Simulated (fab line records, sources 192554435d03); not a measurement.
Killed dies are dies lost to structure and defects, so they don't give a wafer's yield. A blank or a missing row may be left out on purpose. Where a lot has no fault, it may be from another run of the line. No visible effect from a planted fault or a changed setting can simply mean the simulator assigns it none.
2 desks, one fault / flow n5Finfet / every desk sees just its own numbers, and what lay behind them comes last
Where a reading is given only as a bound, like >300, the bound stands for it, and a mean or a difference that rests on one is marked > or <: the true number lies beyond.

## FOR THE TOOL OWNER'S DESK: plasmaAsher-02
The tool's own readings at N5_ZERO_LAYER_STRIP_24 (strips in O2): means of the sampled wafers that have a number, for each lot that ran on this tool. The brackets show how far a lot's mean lies from the usual mean; more than 4 standard deviations puts the lot out of limits, marked OUT.
Columns: A = drypumpMotorCurrentA at N5_ZERO_LAYER_STRIP_24, usual 5.65 A; B = heaterPowerW at N5_ZERO_LAYER_STRIP_24, usual 349 W; C = oesProductAu at N5_ZERO_LAYER_STRIP_24, usual 0.647 a.u.; D = stripTimeToEndpointS at N5_ZERO_LAYER_STRIP_24, usual 43.85 s
lot=L654; first seen here=day 1 18:53; A=5.67; B=303; C=0.644; D=43.73
lot=L656; first seen here=day 2 07:27; A=5.52; B=338; C=0.648; D=43.82
lot=L668; first seen here=day 5 06:53; A=5.24; B=391; C=0.647; D=43.70
lot=L670; first seen here=day 5 19:02; A=5.44; B=352; C=0.653; D=43.74
lot=L671; first seen here=day 6 00:59; A=5.69; B=310; C=0.651; D=43.91
lot=L672; first seen here=day 6 06:55; A=5.69; B=308; C=0.653; D=43.80
lot=L673; first seen here=day 6 12:55; A=5.71; B=314; C=0.644; D=43.86
Finding of this desk: none of the 7 lots has anything out of limits.

## THE DEFECT DESK
Counts from the inspections along the route, per lot, as means over the sampled wafers that have a number. The brackets show how far a lot's mean lies from the usual mean; more than 4 standard deviations puts the lot out of limits, marked OUT.
Columns: A = rawDefectCount at N5_ZERO_LAYER_INSPECT_20, usual 43; B = rawDefectCount at N5_WELL_APT_INSPECT_10, usual 2.0; C = rawDefectCount at N5_WELL_APT_INSPECT_38, usual 13
lot=L654; first seen here=day 1 19:30; A=25; B=1.0; C=14
lot=L656; first seen here=day 2 08:04; A=35; B=1.7; C=13
lot=L659; first seen here=day 3 01:17; A=48; B=1.0; C=12
lot=L666; first seen here=day 4 19:15; A=60; B=3.3; C=14
lot=L668; first seen here=day 5 07:15; A=30; B=2.3; C=12
lot=L670; first seen here=day 5 19:23; A=216 (+8.7) OUT; B=>150 (>+99) OUT; C=164 (+30) OUT
lot=L671; first seen here=day 6 01:20; A=370 (+16) OUT; B=>294 (+99 or more) OUT; C=321 (+62) OUT
lot=L672; first seen here=day 6 07:16; A=310 (+13) OUT; B=>295 (+99 or more) OUT; C=308 (+59) OUT
lot=L673; first seen here=day 6 13:18; A=349 (+15) OUT; B=>300 (+99 or more) OUT; C=329 (+63) OUT
lot=L675; first seen here=day 7 01:26; A=48; B=0.7; C=19
lot=L676; first seen here=day 7 07:23; A=39; B=4.3; C=16
Finding of this desk: L670, L671, L672, L673 out of limits; the first was L670 at day 5 19:23, on rawDefectCount at N5_ZERO_LAYER_INSPECT_20. Within limits: L654, L656, L659, L666, L668, L675, L676.

## ALL TOGETHER
The defect desk could have raised an alarm at day 5 19:23, on L670, L671, L672, L673.
The desk of the tool owner found nothing out of limits.
On record at the tool owner's desk: L670, L671, L672, L673, within its limits.
Every lot named ran N5_ZERO_LAYER_STRIP_24 on plasmaAsher-02.

## WHAT THE SIMULATOR PUT IN
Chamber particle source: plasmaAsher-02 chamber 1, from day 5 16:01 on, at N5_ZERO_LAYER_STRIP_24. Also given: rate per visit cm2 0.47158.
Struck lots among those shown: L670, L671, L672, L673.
Hours from the fault's start to each desk's first reading out of limits: the defect desk, 3.
